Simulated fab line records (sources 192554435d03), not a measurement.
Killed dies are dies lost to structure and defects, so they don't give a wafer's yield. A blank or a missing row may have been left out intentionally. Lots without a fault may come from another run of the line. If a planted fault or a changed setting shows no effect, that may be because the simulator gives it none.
Problem report in the 8D (eight disciplines) form, filled by code + flow n5-finfet + the parts of the form that need people (team, actions taken, sign-off) are left out

== 1. THE PROBLEM ==
M7_ILD_THK at N5_BEOL_M7_THK_MEAS_01 reads a mean of 134.0 nm on 1 wafer of 1 lot; wafers without a fault read 154.0 nm with a standard deviation of 2.2. Measured from the usual mean, that is -9.1 standard deviations.
Seen first at day 11 12:11 on film-metro-01, wafer L463.6. Wafers with a number at this step in the record: 32, from 11 lots. The rule behind "out" and "out of limits": a value lying over 4 standard deviations away from the usual mean. The other wafers with a number count as sound.

== 2. WHAT IT IS; WHAT IT IS NOT ==
| question                    | is                | is not                                                                          |
|-----------------------------|-------------------|---------------------------------------------------------------------------------|
| which readings at this step | M7_ILD_THK        | -                                                                               |
| which lots                  | L463              | L452, L453, L454, L456, L457, L458, L462, L470, L474, L475                      |
| which wafers of those lots  | L463.6            | L463.1, L463.3                                                                  |
| read on which gauges        | film-metro-01     | -                                                                               |
| when                        | from day 11 12:11 | up to then (22 sound wafers); but 9 sound wafers of L470, L474, L475 came after |

== 3. THE SUSPECTS, EACH WITH WHAT RULES IT OUT ==
Counting: a tool at a process step up to the reading stays a suspect if it ran every lot that is out. Sound lots after the first of them don't rule it out here, since some wafers of a struck lot are sound.
- the gauge at N5_BEOL_M7_THK_MEAS_01 has been ruled out. All the wafers that are out were read on film-metro-01, but those of them that N5_BEOL_M7_ILD_DEP_00 has rows for are out there too, on other tools.
- pecvd-01 at N5_BEOL_M6_DEP_56 (deposits SiCN from 3MS/NH3, target thk 10 nm, time 17.5 s): kept. It processed L463, the lot that is out, at day 11 10:59, and its most recent sound lot before then was L458 at day 9 16:14.
- pecvd-04 at N5_BEOL_M7_ILD_DEP_00 (deposits SiCOH lowk from DEMS/porogen, target thk 179.75 nm, time 33.4 s): kept. It processed L463, the lot that is out, at day 11 11:08, and its most recent sound lot before then was L457 at day 9 23:09. Its own readings are out on those wafers: heater-power-w, susceptor-temp-C.
- Within pecvd-01 at N5_BEOL_M6_DEP_56, the wafers that are out were processed in chamber 1 and their sound lot-mates in chamber 2.
- pecvd-04, N5_BEOL_M7_ILD_DEP_00: wafers that are out in chamber 0, sound lot-mates in chambers 1, 2.
Left after counting: pecvd-01 at N5_BEOL_M6_DEP_56, pecvd-04 at N5_BEOL_M7_ILD_DEP_00.

== 4. THE CAUSE (what the simulator had put in) ==
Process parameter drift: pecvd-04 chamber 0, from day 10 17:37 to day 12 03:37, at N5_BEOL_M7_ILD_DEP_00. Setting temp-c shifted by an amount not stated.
This tool is one of the 2 suspects left after counting.

== 5. SEQUENCE OF EFFECTS, ordered by route ==
One row per reading whose mean, taken over the struck wafers that have a number, lies over 3 standard deviations from the usual. Only readings whose record carries a usual standard deviation are examined. hours: median over the lots of the time between each lot's start at the first step of this table that gives one and its start at this step. sigmas: the change, counted in usual standard deviations.
| hours | step                   | reading              | usual    | on struck wafers | change | sigmas      |
|-------|------------------------|----------------------|----------|------------------|--------|-------------|
| 0     | N5_BEOL_M7_ILD_DEP_00  | heater-power-outer-w | 142 W    | 294              | +152   | +3.9        |
| 0     | N5_BEOL_M7_ILD_DEP_00  | heater-power-w       | 306 W    | 545              | +239   | +4.1        |
| 0     | N5_BEOL_M7_ILD_DEP_00  | susceptor-temp-C     | 300.02 C | 327.29           | +27.27 | +99 or more |
| 1     | N5_BEOL_M7_THK_MEAS_01 | M7_ILD_THK           | 154.0 nm | 134.0            | -20.0  | -9.1        |
The process steps in it:
- N5_BEOL_M7_ILD_DEP_00: deposits SiCOH lowk from DEMS/porogen, target thk 179.75 nm, time 33.4 s.

== 6. HOW IT WOULD HAVE BEEN CAUGHT EARLIER ==
In this record the first reading out of limits at a measuring or inspecting step was taken at day 11 12:11, 19 hours after the fault began at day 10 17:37.
The tool's own readings at N5_BEOL_M7_ILD_DEP_00 were out on every struck wafer that the step has a row for (heater-power-w, susceptor-temp-C): an alarm limit on them would have fired on the first of those.
All the lots that are out (1) had begun N5_BEOL_M7_ILD_DEP_00 on pecvd-04 by day 11 12:11. A hold on the tool at that time would have spared none of them.
